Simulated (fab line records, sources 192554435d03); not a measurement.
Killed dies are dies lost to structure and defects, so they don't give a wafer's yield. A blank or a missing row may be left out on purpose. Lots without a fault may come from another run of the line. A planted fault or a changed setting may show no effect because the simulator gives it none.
A struck lot beside a sound one | flow n5_finfet | 28 steps out of a route of 1938
Sound: wafers L711.1, L711.4, L711.6. Struck: wafer L730.5. (L730.1, L730.4 of the same lot were not struck and are left out.) The cause comes at the end.
At each step with rows: each side's tool, then ch and its chambers, then its first start. Under that, the readings that differ: sound wafers | struck wafers | difference of the means | sigmas: that difference in standard deviations of wafers without a fault.
alike: readings whose means differ by less than 2 such deviations, and words and numbers that are the same on both sides. not compared: withheld readings, readings that some wafer has no value for, bounds like >300 that may hide the same value, and numbers for which the record gives no deviation and whose values overlap.
The two part at a step that has a row with sigmas, a row that says differs or no value, or rows on one side only. Numbers that don't overlap but have no deviation are shown without sigmas and don't part them. A reading that every wafer of one side lacks parts them only if that side has two wafers or more.

first, 9 steps without rows for these wafers: N5_BEOL_M0_SAQP_PEB_38 (peb time 60 s); N5_BEOL_M0_SAQP_DEVELOP_39 (develop time 30 s); N5_BEOL_M0_SAQP_DESCUM_45 (chemistry O2, time 7 s); N5_BEOL_M0_SAQP_ETCH_88 (etches underlayer in N2/H2, target depth 6.5 nm, time 5.2 s); N5_BEOL_M0_SAQP_ETCH_73 (etches SiARC in CF4, target depth 19.5 nm, time 32.5 s); N5_BEOL_M0_SAQP_CUT_ETCH_46 (etches SOC in N2/H2, target depth 135 nm, overetch 27 nm, time 202.5 s); N5_BEOL_M0_SAQP_STRIP_74 (strips in N2/H2); N5_BEOL_M0_SAQP_STRIP_89 (strips in N2/H2); N5_BEOL_M0_SAQP_ALD_48 (deposits SiO2, target thk 20 nm, pulse time 1 s, co reactant pulse time 1 s).
N5_BEOL_M0_SAQP_ETCH_49: etches SiO2 in CF4/O2, target depth 37 nm.
  sound on rie_diel-02 ch 0,2,3, day 6 17:52; struck on rie_diel-02 ch 3, day 11 01:43
  reading                                       | sound            | struck | difference | sigmas
  oes_product_au (a.u.)                         | 0.75 0.70 0.79   | 0.50   | -0.25      | -3
  model.BEOL_M0_SAQP.feature_depth_nm (nm)      | 37.2 36.8 37.2   | 19     | -18        |
  model.etch.depth_nm (nm)                      | 37.19 36.82 37.1 | 18.95  | -18.09     |
  model.SOC_of_BEOL_M0_SAQP_COAT_69.thk_nm (nm) | 71 71 70.8       | 79.8   | +8.9       |
  alike: drypump_motor_current_A, oes_ar_750_au, rf_vpp_V, showerhead_plenum_p_Torr, throttle_valve_pct
  not compared: rf_hours_counter_h
then, 10 steps without rows for these wafers: N5_BEOL_M0_SAQP_STRIP_75 (strips in CF4); N5_BEOL_M0_CUTY_COAT_50 (time 60 s, resist thk 15 nm); N5_BEOL_M0_CUTY_COAT_51 (resist thk 150 nm); N5_BEOL_M0_CUTY_EBR_52; N5_BEOL_M0_CUTY_SOFTBAKE_53 (time 60 s); N5_BEOL_M0_CUTY_EXPOSE_54 (exposes mask M0 ABLK); N5_BEOL_M0_CUTY_PEB_55 (peb time 60 s); N5_BEOL_M0_CUTY_DEVELOP_56 (develop time 30 s); N5_BEOL_M0_CUTY_DESCUM_61 (chemistry O2, time 7.9 s); N5_BEOL_M0_CUTY_ETCH_62 (etches SiARC in CF4, time 58.5 s).
N5_BEOL_M0_CUTY_ETCH_63: etches SOC in N2/H2, target depth 82.7 nm, overetch 16.5 nm, time 124 s.
  sound on rie_diel-05 ch 0,1,3, day 6 19:08; struck on rie_diel-06 ch 2, day 11 02:56
  reading                  | sound          | struck | difference | sigmas
  model.etch.depth_nm (nm) | 71.03 71 70.78 | 79.84  | +8.90      |
  alike: drypump_motor_current_A, oes_product_au, rf_vpp_V, showerhead_plenum_p_Torr, throttle_valve_pct
  not compared: rf_hours_counter_h
then, 3 steps without rows for these wafers: N5_BEOL_M0_CUTY_STRIP_64 (strips in N2/H2); N5_BEOL_M0_ETCH_138 (etches SiCN in CH3F/O2, target depth 12 nm, time 31.6 s); N5_BEOL_M0_HM_OPEN_105 (chemistry Cl2/BCl3, target TiN, target depth 12 nm).
N5_BEOL_M0_STRIP_140: strips in CF4.
  sound on rie_diel-05 ch 1,2,3, day 6 20:38; struck on rie_diel-05 ch 0, day 11 03:43
  reading                                       | sound        | struck | difference | sigmas
  model.SiO2_of_BEOL_M0_SAQP_ALD_48.thk_nm (nm) | 11 11.2 11.2 | 15.4   | +4.3       |
  alike: drypump_motor_current_A, oes_product_au, rf_vpp_V, showerhead_plenum_p_Torr, throttle_valve_pct
  not compared: rf_hours_counter_h
then, 1 step without rows for these wafers: N5_BEOL_M0_STRIP_104 (strips in N2/H2).
-- the record jumps here: 3 days lie between the struck wafers' starts before and after (it left off in module BEOL_M0 and takes up again in module BEOL_M4, whose first step shown is number 1111 of the route) --
N5_BEOL_M4_RC_MEAS_101:
  sound on prober-01 ch 0, day 8 21:05; struck on prober-02 ch 0, day 13 18:32
  alike: DIBL_N, DIBL_P, IOFF_N, IOFF_P, ION_N, ION_P, SS_N, SS_P, VT_N, VT_P
-- the record jumps here: 4 days lie between the struck wafers' starts before and after (it left off in module BEOL_M4 and takes up again in module PASSIVATION, whose first step shown is number 1936 of the route) --
N5_PASSIVATION_PROBE_49:
  the record has rows for the struck wafers here (prober-01, day 17 23:33) and none for the sound ones

WHERE THEY PART
First at N5_BEOL_M0_SAQP_ETCH_49; last, within this record, at N5_PASSIVATION_PROBE_49.

WHY: what the simulator had put in
Process parameter drift: rie_diel-02, from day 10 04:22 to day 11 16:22, at N5_BEOL_M0_SAQP_ETCH_49. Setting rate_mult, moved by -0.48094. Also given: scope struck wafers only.
